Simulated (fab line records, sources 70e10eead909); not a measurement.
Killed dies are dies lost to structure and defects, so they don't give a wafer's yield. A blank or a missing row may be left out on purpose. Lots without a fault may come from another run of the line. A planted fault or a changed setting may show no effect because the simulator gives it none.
A struck lot beside a sound one | flow nand_harc | 15 steps out of a route of 1302
Sound: wafers L648.3, L648.4, L648.5. Struck: wafers L631.1, L631.3, L631.5. The cause comes at the end.
At each step with rows: each side's tool, then ch and its chambers, then its first start. Under that, the readings that differ: sound wafers | struck wafers | difference of the means | sigmas: that difference in standard deviations of wafers without a fault.
alike: readings whose means differ by less than 2 such deviations, and words and numbers that are the same on both sides. not compared: withheld readings, readings that some wafer has no value for, bounds like >300 that may hide the same value, and numbers for which the record gives no deviation and whose values overlap.
The two part at a step that has a row with sigmas, a row that says differs or no value, or rows on one side only. Numbers that don't overlap but have no deviation are shown without sigmas and don't part them. A reading that every wafer of one side lacks parts them only if that side has two wafers or more.

first, 2 steps without rows for these wafers: NHARC_P_CONTACT_ETCH_35 (etches the open film in CF4, target depth 39 nm, time 65 s); NHARC_P_CONTACT_ETCH_36 (etches the open film in N2/H2, target depth 260 nm, time 406.25 s).
NHARC_P_CONTACT_ETCH_18: etches the open film in C4F8/O2/Ar, target depth 481 nm, time 240.5 s.
  sound on rie_diel-02 ch 1,2,3; struck on rie_diel-05 ch 0,1,2
  alike: oes_product_au, rf_vpp_V
  not compared: rf_hours_counter_h
then, 1 step without rows for these wafers: NHARC_P_CONTACT_STRIP_37 (strips in C4F8/O2/Ar).
NHARC_P_CONTACT_ETCH_31: etches the open film in CH3F/O2, target depth 30 nm, time 85.7 s.
  sound on rie_diel-02 ch 1,2,3; struck on rie_diel-05 ch 0,2
  alike: drypump_motor_current_A, oes_product_au, rf_vpp_V, showerhead_plenum_p_Torr, throttle_valve_pct
  not compared: rf_hours_counter_h
NHARC_P_CONTACT_CD_MEAS_19:
  sound on cd_sem-01, day 14 20:17; struck on cd_sem-02, day 7 20:33
  alike: cd_nm
NHARC_P_CONTACT_STRIP_28: strips in O2.
  sound on rie_diel-05 ch 2,3, day 14 20:22; struck on rie_diel-09 ch 0,3, day 7 20:37
  alike: drypump_motor_current_A, oes_product_au, rf_vpp_V, showerhead_plenum_p_Torr, throttle_valve_pct
  not compared: rf_hours_counter_h
then, 1 step without rows for these wafers: NHARC_P_CONTACT_STRIP_29 (strips in post etch residue remover, time 1200 s).
NHARC_P_CONTACT_DEGAS_38: time 60 s.
  sound on pvd_sputter-03, day 14 21:01; struck on pvd_sputter-01, day 7 21:16
  alike: heater_power_w
then, 2 steps without rows for these wafers: NHARC_P_CONTACT_PRE_CLEAN_39 (time 19.5 s); NHARC_P_CONTACT_PVD_32 (deposits Ti, target thk 5 nm, time 17.7 s).
NHARC_P_CONTACT_ALD_22: deposits TiN, target thk 3 nm, pulse time 1 s, ald cycles 150.
  sound on ald_metal-03 ch 0,1,3, day 14 21:15; struck on ald_metal-01 ch 0,1, day 7 21:30
  alike: heater_power_w, precursor_pulse_height_rel
NHARC_P_CONTACT_CVD_23: deposits W, target thk 200 nm, time 557 s.
  sound on cvd_w-02 ch 0,1, day 14 21:38; struck on cvd_w-02 ch 0, day 7 21:42
  alike: chamber_pressure_Torr, heater_power_w, throttle_valve_pct
NHARC_P_CONTACT_CMP_24: polishes, t overpolish 30 s, target thk 200 nm.
  sound on cmp-01 ch 0,1, day 14 22:06; struck on cmp-01 ch 0,2, day 7 22:21
  reading                | sound          | struck         | difference | sigmas
  time_to_endpoint_s (s) | 39.5 42.6 40.3 | 58.0 59.5 55.8 | +17.0      | +7
  alike: motor_current_A, overpolish_run_s, retaining_ring_pressure_frac
-- the record jumps here: 18 days lie between the struck wafers' starts before and after (it left off in module P_CONTACT and takes up again in module END, whose first step shown is number 1302 of the route) --
NHARC_END_SORT_01:
  sound on prober-02 ch 0, day 34 02:30; struck on prober-01 ch 0, day 26 06:48
  alike: killed_at_array, killed_at_other, killed_at_periphery, killed_dies, killed_open, killed_short

WHERE THEY PART
Only at NHARC_P_CONTACT_CMP_24, within this record. Later steps at which nothing parts them and some readings are alike: NHARC_END_SORT_01.

WHY: what the simulator had put in
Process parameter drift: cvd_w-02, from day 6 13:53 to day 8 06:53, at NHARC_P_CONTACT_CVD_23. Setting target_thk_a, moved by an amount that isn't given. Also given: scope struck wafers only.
